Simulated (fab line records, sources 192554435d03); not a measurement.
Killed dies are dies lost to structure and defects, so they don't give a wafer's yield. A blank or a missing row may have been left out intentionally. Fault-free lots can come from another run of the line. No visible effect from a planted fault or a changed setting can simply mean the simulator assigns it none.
Chamber matching -- flow n5-finfet -- 4 sister chambers for N5_BEOL_M11_ALD_74 on ald-metal-02
The step deposits TaN, target thk 2 nm, pulse time 2 s, purge time 3 s. 24 wafers are shown with their chamber, then 12 later ones without.

== WAFERS PAIRED WITH THEIR CHAMBERS ==
wafer,chamber,heater-power-w (W),precursor-vessel-pressure-torr (Torr)
L074.1,0,504,26.20
L074.2,2,445,26.23
L074.3,1,423,26.30
L076.1,0,493,26.25
L076.5,3,420,26.32
L076.6,2,447,26.32
L077.2,1,425,26.27
L077.3,2,445,26.20
L077.6,0,507,26.23
L080.1,3,410,26.25
L080.2,1,411,26.22
L080.6,3,415,26.25
L082.1,2,439,26.36
L082.2,3,432,26.20
L082.6,3,408,26.23
L088.1,0,504,26.25
L088.2,1,414,26.23
L088.5,1,424,26.27
L087.1,3,419,26.24
L087.5,1,417,26.28
L087.6,0,496,26.25
L089.1,1,407,26.18
L089.2,2,438,26.38
L089.5,1,406,26.26

SIGNATURES (means of the wafers above)
reading,chamber 0,chamber 1,chamber 2,chamber 3,scatter within a chamber
heater-power-w,500.80,415.88,442.80,417.33,7.01
precursor-vessel-pressure-torr,26.2360,26.2512,26.2980,26.2483,0.0477
Rule: a wafer's distance from a chamber is the root of the sum, over the readings, of the square of ((its reading less the chamber's mean) divided by the reading's scatter). If the next closest chamber is less than 2 further off than the closest, the wafer can't be placed; otherwise it belongs to the closest. The scatter: the root of (the sum of the squares of (reading less its chamber's mean) over the shown wafers, divided by (wafers less chambers)).

== WAFERS WITH NO CHAMBER GIVEN ==
wafer,heater-power-w (W),precursor-vessel-pressure-torr (Torr)
L090.1,409,26.29
L090.4,425,26.21
L090.5,412,26.30
L093.3,422,26.20
L093.5,452,26.20
L093.6,404,26.26
L092.1,422,26.26
L092.3,414,26.19
L092.5,443,26.24
L097.2,421,26.27
L097.4,413,26.23
L097.6,417,26.32

== EACH ONE'S CHAMBER ==
wafer,from the rows above,in truth
L090.1,can't be placed: 1 or 3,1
L090.4,can't be placed: 3 or 1 or 2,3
L090.5,can't be placed: 1 or 3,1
L093.3,can't be placed: 3 or 1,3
L093.5,2,2
L093.6,can't be placed: 1 or 3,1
L092.1,can't be placed: 3 or 1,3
L092.3,can't be placed: 1 or 3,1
L092.5,2,2
L097.2,can't be placed: 3 or 1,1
L097.4,can't be placed: 1 or 3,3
L097.6,can't be placed: 1 or 3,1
2 of 12 placed correctly. From these rows, 10 cannot be placed; in 10 the true chamber is one of the candidates. Wrongly placed: 0.
